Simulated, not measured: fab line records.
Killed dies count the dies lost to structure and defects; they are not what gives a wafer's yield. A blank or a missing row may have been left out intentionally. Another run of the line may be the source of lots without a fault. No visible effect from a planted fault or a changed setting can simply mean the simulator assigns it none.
fab line records ; flow n5_finfet
record: lots: 7; wafers: 21
route steps=1938 shown BEOL_M6@1212 BEOL_M7@1299 BEOL_M8@1362
start_h: start of the lot's first displayed wafer, in hours after the record's first day ; wait_h: how many hours have passed since the lot's step before this one ; " identical to the entry in the row above ; L1.1+2: a single row standing in for several wafers ; - no value, or no start was given ; * or withheld: withheld ; < > ~ a bound
route shown NAME@n: NAME is a module with steps in the file, n the number in the route of the first one ; usual: mean/standard deviation taken from wafers without a fault ; same: alike in all rows ; chamber/n: place in a boat ; sites: readings site by site ; _std_site: how widely they spread, as a standard deviation ; _edge_site: the outer-site mean with the inner-site mean subtracted ; radius_mm: for every site, how far away it sits from the centre of the wafer ; mask NAME#n: copy n ; behind: the last tool/chamber to shape the wafer ; hold: cause of the lot's hold/its duration in hours/its outcome ; device: which transistor (n, p or np) failed to switch ; end of line: the tests these same wafers got at the end of their route ; a step with no rows: only its recipe ; killed: dies lost to structure and defects at the first sort, not the wafer's yield ; map: the dies of a wafer, with x for killed, . for not killed, _ for no die there
set.NAME: the setting as run; set.NAME@STEP: as run at that earlier step ; model.NAME: the simulator's own value behind a step, which no gauge read
lots where settings were altered on purpose, with a table for each step and a row for each wafer
== steps ==
step: N5_BEOL_M6_ETCH_62
recipe: chemistry: N2/H2; target: SOC; target_depth_a: 1100; overetch_a: 220; mask_material: SiARC; temp_c: 40; time_s: 165; ion_energy_ev: 200; pressure_mtorr: 30; source_w: 840; bias_w: 150; n2_flow_sccm: 200; h2_flow_sccm: 200
lot.wafer;tool;chamber;start_h;wait_h;set.time_s;set.spin_rpm@BEOL_M6_COAT_60;model.SiARC_of_BEOL_M6_COAT_60.thk_nm
L076.2+4;rie_diel-05;1,3;212.66;0.0;146;1500;29.2
L076.5;rie_diel-05;3;212.66;0.0;165;1500;28.4
L078.2;rie_diel-04;2;215.51;0.0;196.8;1633;25.6
L078.3;rie_diel-04;0;215.51;0.0;165;1500;28.4
L078.4;rie_diel-04;3;215.51;0.0;165;1633;26.8
L079.4;rie_diel-05;1;226.77;0.0;195.5;1500;27.2
L079.5;rie_diel-05;2;226.77;0.0;165;1500;28.4
L079.6;rie_diel-05;3;226.77;0.0;195.5;1622;26
L081.1;rie_diel-06;1;231.38;0.0;165;1500;28.4
L081.2;rie_diel-06;2;231.38;0.0;192.3;1664;25.4
L081.6;rie_diel-06;3;231.38;0.0;165;1664;26.6
L083.3+5;rie_diel-04;3,1;247.13;0.0;165;1500;28.4
L083.4;rie_diel-04;3;247.13;0.0;197.8;1500;27.2
L084.2+3;rie_diel-05;0,1;250.33;0.0;165;1500;28.2
L084.6;rie_diel-05;1;250.33;0.0;165;1500;28.4
L096.2;rie_diel-04;1;317.36;0.0;155.6;1500;28.8
L096.4;rie_diel-04;0;317.36;0.0;165;1500;28.4
L096.5;rie_diel-04;3;317.36;0.0;165;1500;28.6
step: N5_BEOL_M6_STRIP_68
recipe: chemistry: N2/H2; temp_c: 40; n2_flow_sccm: 200; h2_flow_sccm: 200; rf_frequency_hz: 6e+07
step: N5_BEOL_M6_STRIP_67
recipe: chemistry: CF4; resist: SiARC; power_w: 300; bias_power_w: 75; pressure_mtorr: 50; cf4_flow_sccm: 150; rf_frequency_hz: 6e+07
step: N5_BEOL_M6_HM_OPEN_17
recipe: chemistry: Cl2/BCl3; target_depth_a: 200; overetch_a: 60; target: TiN; mask_material: SOC; ion_energy_ev: 150; pressure_mtorr: 10; icp_w: 1000; bias_w: 126; Cl2_flow_sccm: 53.25; bcl3_flow_sccm: 21.75; Ar_flow_sccm: 25
lot.wafer;tool;chamber;start_h;wait_h;set.time_s@BEOL_M6_ETCH_62;model.etch.depth_nm
L076.2;rie_metal-03;0;212.85;0.0;146;19.92
L076.4;rie_metal-03;0;212.85;0.0;146;19.97
L076.5;rie_metal-03;1;212.85;0.0;165;20.01
L078.2;rie_metal-01;1;215.70;0.0;196.8;16.73
L078.3;rie_metal-01;1;215.70;0.0;165;19.8
L078.4;rie_metal-01;0;215.70;0.0;165;19.83
L079.4;rie_metal-02;1;226.98;0.1;195.5;17.38
L079.5;rie_metal-02;0;226.98;0.1;165;20.36
L079.6;rie_metal-02;1;226.98;0.1;195.5;17.14
L081.1;rie_metal-03;1;231.57;0.0;165;19.86
L081.2;rie_metal-03;0;231.57;0.0;192.3;17.4
L081.6;rie_metal-03;1;231.57;0.0;165;19.91
L083.3;rie_metal-01;1;247.36;0.1;165;19.75
L083.4;rie_metal-01;0;247.36;0.1;197.8;16.85
L083.5;rie_metal-01;0;247.36;0.1;165;19.9
L084.2;rie_metal-01;0;250.52;0.0;165;20.25
L084.3;rie_metal-01;0;250.52;0.0;165;20.22
L084.6;rie_metal-01;1;250.52;0.0;165;19.98
L096.2;rie_metal-02;0;317.54;0.0;155.6;19.94
L096.4;rie_metal-02;1;317.54;0.0;165;20.02
L096.5;rie_metal-02;0;317.54;0.0;165;20
step: N5_BEOL_M6_TRENCH_ETCH_37
recipe: chemistry: C4F6/O2; target_depth_a: 944.35; target: SiCOH_lowk; time_s: 31.5; ion_energy_ev: 250; pressure_mtorr: 30; source_w: 345; bias_w: 185; Ar_flow_sccm: 300; C4F6_flow_sccm: 10; O2_flow_sccm: 10
usual: rf_vpp_V: 665/6.5
lot.wafer;tool;chamber;start_h;wait_h;set.source_w;rf_vpp_V;model.BEOL_M6.feature_depth_nm;model.etch.depth_nm
L076.2;rie_diel-06;0;-;-;345;675;94.8;94.86
L076.4;rie_diel-06;1;-;-;345;662;92.8;92.86
L076.5;rie_diel-06;0;-;-;345;675;94;94.05
L078.2;rie_diel-06;2;-;-;305.1;702;91;90.91
L078.3;rie_diel-06;0;-;-;305.1;719;89.8;89.88
L078.4;rie_diel-06;1;-;-;345;663;93.2;93.19
L079.4;rie_diel-04;0;-;-;345;659;92.4;92.36
L079.5;rie_diel-04;1;-;-;345;671;94;94.09
L079.6;rie_diel-04;2;-;-;289.5;728;87.6;87.6
L081.1;rie_diel-05;1;-;-;345;664;93.6;93.67
L081.2;rie_diel-05;3;-;-;345;668;92.4;92.31
L081.6;rie_diel-05;2;-;-;345;669;95.4;95.33
L083.3;rie_diel-05;2;-;-;345;670;95.8;95.89
L083.4;rie_diel-05;0;-;-;345;650;95.8;95.77
L083.5;rie_diel-05;0;-;-;397.6;605;101.6;101.6
L084.2;rie_diel-06;3;-;-;345;659;94.6;94.54
L084.3;rie_diel-06;2;-;-;345;660;94.4;94.32
L084.6;rie_diel-06;2;-;-;345;659;95.2;95.11
L096.2;rie_diel-05;0;-;-;345;651;94.6;94.6
L096.4;rie_diel-05;3;-;-;345;670;93;93.07
L096.5;rie_diel-05;1;-;-;378.7;632;98;98.1
step: N5_BEOL_M6_ETCH_41
recipe: chemistry: CH3F/O2; target: SiCN; target_depth_a: 297; taper_deg: 2; time_s: 52; ion_energy_ev: 120; mask_material: TiN; pressure_mtorr: 30; source_w: 395; bias_w: 75; Ar_flow_sccm: 150; CH3F_flow_sccm: 30; O2_flow_sccm: 20
step: N5_BEOL_M6_STRIP_80
recipe: chemistry: N2/H2; time_s: 10; power_w: 450; temp_c: 40; pressure_mtorr: 20; rf_frequency_hz: 6e+07; bias_power_w: 7; n2_flow_sccm: 200; h2_flow_sccm: 200
step: N5_BEOL_M6_OCD_MEAS_38
usual: trench_depth_nm: 94.4/1.1
lot.wafer;tool;chamber;start_h;wait_h;set.source_w@BEOL_M6_TRENCH_ETCH_37;trench_depth_nm
L076.2;ocd-01;-;214.96;-;345;94.7
L076.4;ocd-01;-;214.96;-;345;92.7
L076.5;ocd-01;-;214.96;-;345;94.2
L078.2;ocd-02;-;218.06;-;305.1;90.1
L078.3;ocd-02;-;218.06;-;305.1;89.9
L078.4;ocd-02;-;218.06;-;345;93.3
L079.4;ocd-01;-;228.11;-;345;92.8
L079.5;ocd-01;-;228.11;-;345;94.3
L079.6;ocd-01;-;228.11;-;289.5;87.1
L081.1;ocd-02;-;232.90;-;345;93.6
L081.2;ocd-02;-;232.90;-;345;92.1
L081.6;ocd-02;-;232.90;-;345;95.2
L083.3;ocd-02;-;248.61;-;345;96.2
L083.4;ocd-02;-;248.61;-;345;96.1
L083.5;ocd-02;-;248.61;-;397.6;101.9
L084.2;ocd-02;-;251.80;-;345;94.4
L084.3;ocd-02;-;251.80;-;345;94.1
L084.6;ocd-02;-;251.80;-;345;94.9
L096.2;ocd-02;-;320.09;-;345;94.1
L096.4;ocd-02;-;320.09;-;345;93.2
L096.5;ocd-02;-;320.09;-;378.7;98.6
step: N5_BEOL_M6_ALD_77
recipe: material: TaN; target_thk_a: 20; temp_c: 275; ald_precursor_family: PDMAT; ald_co_reactant: NH3; pressure_torr: 3; carrier_flow_sccm: 1500; pulse_time_s: 2; purge_time_s: 3; co_reactant_purge_time_s: 2; co_reactant_pulse_time_s: 3; ald_cycles: 40; precursor_vessel_temp_c: 75; precursor_vessel_pressure_torr: 26.25; precursor_vessel_carrier_sccm: 1000
lot.wafer;tool;chamber;start_h;wait_h;set.ald_cycles;model.TaN_of_BEOL_M6_ALD_77.thk_nm
L076.2;ald_metal-02;2;215.61;0.1;46;2.2
L076.4;ald_metal-02;0;215.61;0.1;40;2
L076.5;ald_metal-02;3;215.61;0.1;46;2.4
L078.2+3;ald_metal-02;2,0;218.86;0.2;40;2
L078.4;ald_metal-02;2;218.86;0.2;45;2.2
L079.4;ald_metal-04;0;230.40;0.1;46;2.4
L079.5;ald_metal-04;1;230.40;0.1;46;2.2
L079.6;ald_metal-04;2;230.40;0.1;40;2
L081.1;ald_metal-01;1;234.50;0.0;40;2
L081.2+6;ald_metal-01;2,3;234.50;0.0;36;1.8
L083.3+4+5;ald_metal-04;3,2,3;249.32;0.0;40;2
L084.2+3+6;ald_metal-01;0,2,1;252.50;0.0;40;2
L096.2+4+5;ald_metal-02;3,1,0;322.73;0.1;40;2
step: N5_BEOL_M6_SURFACE_TREAT_79
recipe: gas: Ar; time_s: *; ion_energy_ev: *; ion_current_ma_cm2: 0.5; pressure_mtorr: *; ar_flow_sccm: 30
step: N5_BEOL_M6_CVD_78
recipe: material: Co; target_thk_a: 20; temp_c: withheld; precursor: CCTBA/H2; pressure_torr: 30; time_s: 142.3
step: N5_BEOL_M6_ECD_50
recipe: material: Cu; target_thk_a: 3000
step: N5_BEOL_M6_ANNEAL_51
recipe: temp_c: 225; time_s: 90; ambient: N2
step: N5_BEOL_M6_CMP_52
recipe: stop_on: SiCOH_lowk; t_overpolish_s: 6.9; down_force_psi: 1; platen_rpm: 50; clearing_platen_down_force_psi: 1.5; clearing_platen_rpm: 50; post_cmp_clean: cu_alkaline; target_thk_nm: 80; clearing_platen_pad_velocity_m_s: 0.99484; pad_velocity_m_s: 0.99484
lot.wafer;tool;chamber;start_h;wait_h;set.source_w@BEOL_M6_TRENCH_ETCH_37;model.Cu_of_BEOL_M6_ECD_50.thk_nm
L076.2;cmp-01;1;218.30;0.2;345;78.4
L076.4;cmp-01;2;218.30;0.2;345;76.4
L076.5;cmp-01;1;218.30;0.2;345;77.6
L078.3;cmp-02;2;221.83;0.2;305.1;74.8
L078.2;cmp-02;3;221.83;0.2;305.1;75.4
L078.4;cmp-02;1;221.83;0.2;345;77.6
L079.4;cmp-02;2;231.38;0.1;345;78
L079.6;cmp-02;2;231.38;0.1;289.5;72.8
L079.5;cmp-02;3;231.38;0.1;345;80.8
L081.2;cmp-01;3;235.66;0.2;345;78
L081.1;cmp-01;1;235.66;0.2;345;80
L081.6;cmp-01;2;235.66;0.2;345;80.6
L083.4;cmp-02;2;250.38;0.1;345;81.6
L083.3;cmp-02;0;250.38;0.1;345;82.8
L083.5;cmp-02;3;250.38;0.1;397.6;87
L084.2;cmp-04;0;253.46;0.2;345;80.4
L084.3;cmp-04;2;253.46;0.2;345;82
L084.6;cmp-04;1;253.46;0.2;345;82.6
L096.2;cmp-04;0;323.86;0.2;345;81.8
L096.4;cmp-04;2;323.86;0.2;345;82
L096.5;cmp-04;3;323.86;0.2;378.7;85.8
step: N5_BEOL_M6_THK_MEAS_53
recipe: thk_meas_gauge: xrf; reads: Cu_of_BEOL_M6_ECD_50
usual: M6_THK: 79.1/1.7
lot.wafer;tool;chamber;start_h;wait_h;set.source_w@BEOL_M6_TRENCH_ETCH_37;M6_THK[nm]
L076.2;film_metro-01;-;218.60;-;345;77.2
L076.4;film_metro-01;-;218.60;-;345;75.2
L076.5;film_metro-01;-;218.60;-;345;76.4
L078.2;film_metro-01;-;222.12;-;305.1;74.3
L078.3;film_metro-01;-;222.12;-;305.1;73.9
L078.4;film_metro-01;-;222.12;-;345;77.0
L079.4;film_metro-01;-;231.68;-;345;76.8
L079.5;film_metro-01;-;231.68;-;345;79.8
L079.6;film_metro-01;-;231.68;-;289.5;71.8
L081.1;film_metro-02;-;235.92;-;345;78.4
L081.2;film_metro-02;-;235.92;-;345;76.5
L081.6;film_metro-02;-;235.92;-;345;79.1
L083.3;film_metro-02;-;250.68;-;345;80.7
L083.4;film_metro-02;-;250.68;-;345;79.9
L083.5;film_metro-02;-;250.68;-;397.6;84.9
L084.2;film_metro-02;-;253.76;-;345;78.6
L084.3;film_metro-02;-;253.76;-;345;79.9
L084.6;film_metro-02;-;253.76;-;345;80.9
L096.2;film_metro-01;-;324.12;-;345;81.5
L096.4;film_metro-01;-;324.12;-;345;81.8
L096.5;film_metro-01;-;324.12;-;378.7;85.6
step: N5_BEOL_M6_PRE_CLEAN_55
recipe: gas: NH3; time_s: 15; temp_c: withheld; rf_power_w: 300
step: N5_BEOL_M6_DEP_56
recipe: material: SiCN; target_thk_a: 100; temp_c: withheld; precursor: 3MS/NH3; pressure_torr: 3; rf_w: 202; time_s: 17.5
step: N5_BEOL_M6_RS_MEAS_57
recipe: thk_meas_gauge: four-point-probe; reads: Cu_of_BEOL_M6_ECD_50+Co_of_BEOL_M6_CVD_78+TaN_of_BEOL_M6_ALD_77
usual: M6_RS: 0.285/0.0062
lot.wafer;tool;chamber;start_h;wait_h;set.source_w@BEOL_M6_TRENCH_ETCH_37;M6_RS[ohm/sq]
L076.2;film_metro-01;-;218.73;0.1;345;0.293
L076.4;film_metro-01;-;218.73;0.1;345;0.302
L076.5;film_metro-01;-;218.73;0.1;345;0.297
L078.2;film_metro-01;-;222.28;0.1;305.1;0.307
L078.3;film_metro-01;-;222.28;0.1;305.1;0.310
L078.4;film_metro-01;-;222.28;0.1;345;0.297
L079.4;film_metro-01;-;231.81;0.0;345;0.294
L079.5;film_metro-01;-;231.81;0.0;345;0.284
L079.6;film_metro-01;-;231.81;0.0;289.5;0.321
L081.1;film_metro-01;-;236.05;0.1;345;0.287
L081.2;film_metro-01;-;236.05;0.1;345;0.296
L081.6;film_metro-01;-;236.05;0.1;345;0.284
L083.3;film_metro-02;-;250.81;0.1;345;0.274
L083.4;film_metro-02;-;250.81;0.1;345;0.279
L083.5;film_metro-02;-;250.81;0.1;397.6;0.259
L084.2;film_metro-02;-;253.89;0.1;345;0.284
L084.3;film_metro-02;-;253.89;0.1;345;0.278
L084.6;film_metro-02;-;253.89;0.1;345;0.276
L096.2;film_metro-01;-;324.25;0.1;345;0.279
L096.4;film_metro-01;-;324.25;0.1;345;0.278
L096.5;film_metro-01;-;324.25;0.1;378.7;0.264
step: N5_BEOL_M7_DESCUM_33
recipe: chemistry: O2; time_s: 7; source_power_w: 50; bias_power_w: 20; pressure_mtorr: 20; rf_frequency_hz: 2.712e+07; temp_c: 40; resist: CAR-EUV; o2_flow_sccm: 225
lot.wafer;tool;chamber;start_h;wait_h;set.time_s;model.CAR-EUV_of_BEOL_M7_COAT_22.thk_nm
L076.2;rie_diel-03;2;225.76;0.1;7;26.2
L076.4+5;rie_diel-03;0,1;225.76;0.1;7.955;25.8
L078.2+4;rie_diel-02;0,3;227.53;0.2;5.91;26.6
L078.3;rie_diel-02;1;227.53;0.2;7;26
L079.4;rie_diel-02;0;236.81;0.2;7;26
L079.5;rie_diel-02;1;236.81;0.2;5.721;26.8
L079.6;rie_diel-02;0;236.81;0.2;7;26.2
L081.1+2;rie_diel-02;0,3;240.49;0.0;7;26
L081.6;rie_diel-02;3;240.49;0.0;7;26.2
L083.3;rie_diel-03;0;254.88;0.3;7.757;25.6
L083.4+5;rie_diel-03;2,3;254.88;0.3;7;26
L084.2+3+6;rie_diel-03;1,0,0;257.84;0.1;7;26
L096.2+4+5;rie_diel-01;0,1,3;329.62;0.4;7;26
step: N5_BEOL_M7_ETCH_72
recipe: chemistry: N2/H2; target: underlayer; target_depth_a: 65; mask_material: CAR-EUV; time_s: 5.2; ion_energy_ev: 200; pressure_mtorr: 30; source_w: 840; bias_w: 150; n2_flow_sccm: 200; h2_flow_sccm: 200; ends: cleared
lot.wafer;tool;chamber;start_h;wait_h;set.time_s@BEOL_M7_DESCUM_33;model.CAR-EUV_of_BEOL_M7_COAT_22.thk_nm
L076.2;rie_diel-03;2;225.79;0.0;7;20.6
L076.4;rie_diel-03;0;225.79;0.0;7.955;20
L076.5;rie_diel-03;1;225.79;0.0;7.955;20.2
L078.2;rie_diel-02;0;227.56;0.0;5.91;21
L078.3;rie_diel-02;1;227.56;0.0;7;20.4
L078.4;rie_diel-02;3;227.56;0.0;5.91;20.8
L079.4+6;rie_diel-02;0;236.84;0.0;7;20.4
L079.5;rie_diel-02;1;236.84;0.0;5.721;21
L081.1+2+6;rie_diel-02;0,3,3;240.53;0.0;7;20.4
L083.3;rie_diel-03;0;254.91;0.0;7.757;20
L083.4;rie_diel-03;2;254.91;0.0;7;20.2
L083.5;rie_diel-03;3;254.91;0.0;7;20.4
L084.2;rie_diel-03;1;257.87;0.0;7;20.2
L084.3+6;rie_diel-03;0;257.87;0.0;7;20.4
L096.2+5;rie_diel-01;0,3;329.65;0.0;7;20.2
L096.4;rie_diel-01;1;329.65;0.0;7;20.4
step: N5_BEOL_M7_ETCH_41
recipe: chemistry: CH3F/O2; target: SiCN; target_depth_a: 319; taper_deg: 2; time_s: 57.8; ion_energy_ev: 120; mask_material: TiN; pressure_mtorr: 30; source_w: 395; bias_w: 75; Ar_flow_sccm: 150; CH3F_flow_sccm: 30; O2_flow_sccm: 20
usual: rf_vpp_V: 296.9/1.9
lot.wafer;tool;chamber;start_h;wait_h;set.bias_w;rf_vpp_V
L076.2;rie_diel-03;2;-;-;75;297.5
L076.4;rie_diel-03;0;-;-;75;297.4
L076.5;rie_diel-03;1;-;-;85.01;317.8
L078.2;rie_diel-02;0;-;-;63.29;267.5
L078.3;rie_diel-02;1;-;-;63.29;265.3
L078.4;rie_diel-02;3;-;-;75;296.7
L079.4;rie_diel-02;0;-;-;83.23;319.7
L079.5;rie_diel-02;1;-;-;83.23;316.1
L079.6;rie_diel-02;0;-;-;83.23;318.3
L081.1;rie_diel-02;0;-;-;75;298.4
L081.2;rie_diel-02;3;-;-;75;294.5
L081.6;rie_diel-02;3;-;-;68.2;279.7
L083.3;rie_diel-03;0;-;-;62.63;266.1
L083.4;rie_diel-03;2;-;-;62.63;264.8
L083.5;rie_diel-03;3;-;-;75;299.9
L084.2;rie_diel-03;1;-;-;75;294.2
L084.3;rie_diel-03;0;-;-;75;296.5
L084.6;rie_diel-03;0;-;-;75;299.0
L096.2;rie_diel-01;0;-;-;75;296.3
L096.4;rie_diel-01;1;-;-;75;296.5
L096.5;rie_diel-01;3;-;-;75;296.8
step: N5_BEOL_M8_EXPOSE_25
recipe: mask_id: V7; na: 0.33; source_shape: annular; sigma_inner: 0.4; sigma_outer: 0.8; polarization: unpolarized; target_cd_nm: 40; dose_mj: 42.5
lot.wafer;tool;chamber;start_h;wait_h;mask;set.dose_mj
L076.2+4+5;euv_scanner-02;0;233.82;-;V7#0;42.5
L078.2;euv_scanner-02;0;236.17;-;V7#0;40.5
L078.3+4;euv_scanner-02;0;236.17;-;V7#0;42.5
L079.4;euv_scanner-02;0;244.10;-;V7#0;42.5
L079.5+6;euv_scanner-02;0;244.10;-;V7#0;43.88
L081.1+6;euv_scanner-02;0;248.04;-;V7#0;42.5
L081.2;euv_scanner-02;0;248.04;-;V7#0;40.29
L083.3+4+5;euv_scanner-02;0;260.79;-;V7#0;40.69
L084.2+3+6;euv_scanner-01;0;266.89;-;V7#0;42.5
L096.2+4;euv_scanner-02;0;337.73;-;V7#0;45.19
L096.5;euv_scanner-02;0;337.73;-;V7#0;42.5
step: N5_BEOL_M8_PEB_26
recipe: peb_temp_c: 100; peb_time_s: 60; resist: CAR-EUV
step: N5_BEOL_M8_DEVELOP_27
recipe: develop_time_s: 30; developer: TMAH; resist: CAR-EUV; rinse_liquid: surfactant_rinse; dry: air_spin; dev_temp_c: 23
step: N5_BEOL_M8_CD_MEAS_28
recipe: target_cd_nm: 40; landing_energy_ev: 500; detector: se_inlens
usual: cd_nm: 40.01/0.21
lot.wafer;tool;chamber;start_h;wait_h;set.dose_mj@BEOL_M8_EXPOSE_25;cd_nm
L076.2;cd_sem-02;0;233.95;-;42.5;39.98
L076.4;cd_sem-02;0;233.95;-;42.5;40.30
L076.5;cd_sem-02;0;233.95;-;42.5;39.74
L078.2;cd_sem-02;0;236.30;-;40.5;39.21
L078.3;cd_sem-02;0;236.30;-;42.5;40.16
L078.4;cd_sem-02;0;236.30;-;42.5;40.17
L079.4;cd_sem-01;0;244.21;-;42.5;40.12
L079.5;cd_sem-01;0;244.21;-;43.88;40.76
L079.6;cd_sem-01;0;244.21;-;43.88;40.67
L081.1;cd_sem-03;0;248.17;-;42.5;39.97
L081.2;cd_sem-03;0;248.17;-;40.29;39.00
L081.6;cd_sem-03;0;248.17;-;42.5;40.02
L083.3;cd_sem-02;0;260.92;-;40.69;39.27
L083.4;cd_sem-02;0;260.92;-;40.69;38.86
L083.5;cd_sem-02;0;260.92;-;40.69;38.84
L084.2;cd_sem-01;0;267.01;-;42.5;39.56
L084.3;cd_sem-01;0;267.01;-;42.5;39.57
L084.6;cd_sem-01;0;267.01;-;42.5;40.03
L096.2;cd_sem-03;0;337.86;-;45.19;41.58
L096.4;cd_sem-03;0;337.86;-;45.19;41.36
L096.5;cd_sem-03;0;337.86;-;42.5;40.36
step: N5_BEOL_M8_DESCUM_33
recipe: chemistry: O2; time_s: 7; source_power_w: 50; bias_power_w: 20; pressure_mtorr: 20; rf_frequency_hz: 2.712e+07; temp_c: 40; resist: CAR-EUV; o2_flow_sccm: 225
lot.wafer;tool;chamber;start_h;wait_h;set.dose_mj@BEOL_M8_EXPOSE_25;model.BEOL_M8.cd_nm
L076.2+4;rie_diel-06;0,3;234.08;0.0;42.5;40
L076.5;rie_diel-06;0;234.08;0.0;42.5;40.2
L078.2;rie_diel-06;2;236.43;0.0;40.5;39.2
L078.3;rie_diel-06;3;236.43;0.0;42.5;40
L078.4;rie_diel-06;0;236.43;0.0;42.5;40.2
L079.4;rie_diel-04;3;244.33;0.0;42.5;40
L079.5+6;rie_diel-04;2,3;244.33;0.0;43.88;40.8
L081.1;rie_diel-04;1;248.30;0.0;42.5;40
L081.2;rie_diel-04;3;248.30;0.0;40.29;38.8
L081.6;rie_diel-04;1;248.30;0.0;42.5;39.8
L083.3+4;rie_diel-05;0;261.04;0.0;40.69;39
L083.5;rie_diel-05;2;261.04;0.0;40.69;38.8
L084.2+6;rie_diel-05;2;267.13;0.0;42.5;39.6
L084.3;rie_diel-05;3;267.13;0.0;42.5;39.8
L096.2+4;rie_diel-06;0,1;337.98;0.0;45.19;41.4
L096.5;rie_diel-06;0;337.98;0.0;42.5;40.2
step: N5_BEOL_M8_ETCH_72
recipe: chemistry: N2/H2; target: underlayer; target_depth_a: 65; mask_material: CAR-EUV; time_s: 5.2; ion_energy_ev: 200; pressure_mtorr: 30; source_w: 840; bias_w: 150; n2_flow_sccm: 200; h2_flow_sccm: 200; ends: cleared
lot.wafer;tool;chamber;start_h;wait_h;set.dose_mj@BEOL_M8_EXPOSE_25;model.BEOL_M8.cd_nm
L076.2+5;rie_diel-06;0;234.12;0.0;42.5;40.2
L076.4;rie_diel-06;3;234.12;0.0;42.5;40
L078.2;rie_diel-06;2;236.46;0.0;40.5;39
L078.3;rie_diel-06;3;236.46;0.0;42.5;40
L078.4;rie_diel-06;0;236.46;0.0;42.5;40.2
L079.4;rie_diel-04;3;244.37;0.0;42.5;40
L079.5+6;rie_diel-04;2,3;244.37;0.0;43.88;40.8
L081.1+6;rie_diel-04;1;248.33;0.0;42.5;40
L081.2;rie_diel-04;3;248.33;0.0;40.29;38.8
L083.3+4;rie_diel-05;0;261.07;0.0;40.69;39
L083.5;rie_diel-05;2;261.07;0.0;40.69;38.8
L084.2+6;rie_diel-05;2;267.17;0.0;42.5;39.6
L084.3;rie_diel-05;3;267.17;0.0;42.5;39.8
L096.2+4;rie_diel-06;0,1;338.01;0.0;45.19;41.4
L096.5;rie_diel-06;0;338.01;0.0;42.5;40.2
step: N5_BEOL_M8_ETCH_65
recipe: chemistry: CF4; target: SiARC; target_depth_a: 156; mask_material: CAR-EUV; time_s: 26; ion_energy_ev: 80; pressure_mtorr: 40; source_w: 545; bias_w: 36; Ar_flow_sccm: 100; cf4_flow_sccm: 100; ends: cleared
lot.wafer;tool;chamber;start_h;wait_h;set.dose_mj@BEOL_M8_EXPOSE_25;model.BEOL_M8.cd_nm
L076.2+5;rie_diel-06;0;234.13;0.0;42.5;40.2
L076.4;rie_diel-06;3;234.13;0.0;42.5;40
L078.2;rie_diel-06;2;236.48;0.0;40.5;39
L078.3+4;rie_diel-06;3,0;236.48;0.0;42.5;40.2
L079.4;rie_diel-04;3;244.38;0.0;42.5;40
L079.5+6;rie_diel-04;2,3;244.38;0.0;43.88;40.8
L081.1;rie_diel-04;1;248.35;0.0;42.5;40
L081.2;rie_diel-04;3;248.35;0.0;40.29;38.8
L081.6;rie_diel-04;1;248.35;0.0;42.5;39.8
L083.3;rie_diel-05;0;261.09;0.0;40.69;39
L083.4;rie_diel-05;0;261.09;0.0;40.69;39.2
L083.5;rie_diel-05;2;261.09;0.0;40.69;38.8
L084.2+6;rie_diel-05;2;267.19;0.0;42.5;39.6
L084.3;rie_diel-05;3;267.19;0.0;42.5;39.8
L096.2;rie_diel-06;0;338.03;0.0;45.19;41.4
L096.4;rie_diel-06;1;338.03;0.0;45.19;41.2
L096.5;rie_diel-06;0;338.03;0.0;42.5;40.2
== key ==
split: step: N5_BEOL_M6_ETCH_62; setting: time_s; stated: 165; by: wafer
response: step: N5_BEOL_M6_HM_OPEN_17; reading: model.etch.depth_nm; change: -0.14; per: 1%; r: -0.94
response: step: N5_BEOL_M6_ETCH_62; reading: model.SiARC_of_BEOL_M6_COAT_60.thk_nm; slope: -0.0642; per: 1%; together_with: spin_rpm@BEOL_M6_COAT_60; explained: 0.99
split: step: N5_BEOL_M6_TRENCH_ETCH_37; setting: source_w; stated: 345; by: wafer
response: step: N5_BEOL_M6_TRENCH_ETCH_37; reading: rf_vpp_V; change: -3.72; per: 1%; r: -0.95
response: step: N5_BEOL_M6_TRENCH_ETCH_37; reading: model.BEOL_M6.feature_depth_nm; change: +0.35; per: 1%; r: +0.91
response: step: N5_BEOL_M6_TRENCH_ETCH_37; reading: model.etch.depth_nm; change: +0.35; per: 1%; r: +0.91
response: step: N5_BEOL_M6_OCD_MEAS_38; reading: trench_depth_nm; change: +0.389; per: 1%; r: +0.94
response: step: N5_BEOL_M6_CMP_52; reading: model.Cu_of_BEOL_M6_ECD_50.thk_nm; change: +0.342; per: 1%; r: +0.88
response: step: N5_BEOL_M6_THK_MEAS_53; reading: M6_THK; change: +0.342; per: 1%; r: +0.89
response: step: N5_BEOL_M6_RS_MEAS_57; reading: M6_RS; change: -0.00147; per: 1%; r: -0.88
split: step: N5_BEOL_M6_ALD_77; setting: ald_cycles; stated: 40; by: wafer
response: step: N5_BEOL_M6_ALD_77; reading: model.TaN_of_BEOL_M6_ALD_77.thk_nm; change: +0.0191; per: 1%; r: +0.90
split: step: N5_BEOL_M7_DESCUM_33; setting: time_s; stated: 7; by: wafer
response: step: N5_BEOL_M7_DESCUM_33; reading: model.CAR-EUV_of_BEOL_M7_COAT_22.thk_nm; change: -0.0363; per: 1%; r: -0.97
response: step: N5_BEOL_M7_ETCH_72; reading: model.CAR-EUV_of_BEOL_M7_COAT_22.thk_nm; change: -0.0328; per: 1%; r: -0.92
split: step: N5_BEOL_M7_ETCH_41; setting: bias_w; stated: 75; by: wafer
response: step: N5_BEOL_M7_ETCH_41; reading: rf_vpp_V; change: +1.89; per: 1%; r: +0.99
split: step: N5_BEOL_M8_EXPOSE_25; setting: dose_mj; stated: 42.5; by: wafer
response: step: N5_BEOL_M8_CD_MEAS_28; reading: cd_nm; change: +0.187; per: 1%; r: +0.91
response: step: N5_BEOL_M8_DESCUM_33; reading: model.BEOL_M8.cd_nm; change: +0.202; per: 1%; r: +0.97
response: step: N5_BEOL_M8_ETCH_72; reading: model.BEOL_M8.cd_nm; change: +0.217; per: 1%; r: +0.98
response: step: N5_BEOL_M8_ETCH_65; reading: model.BEOL_M8.cd_nm; change: +0.21; per: 1%; r: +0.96
split outside_this_file step=N5_BEOL_M6_COAT_60 setting=spin_rpm
split outside_this_file: this setting was split too, and the file shows its column; the key of that split is in another file
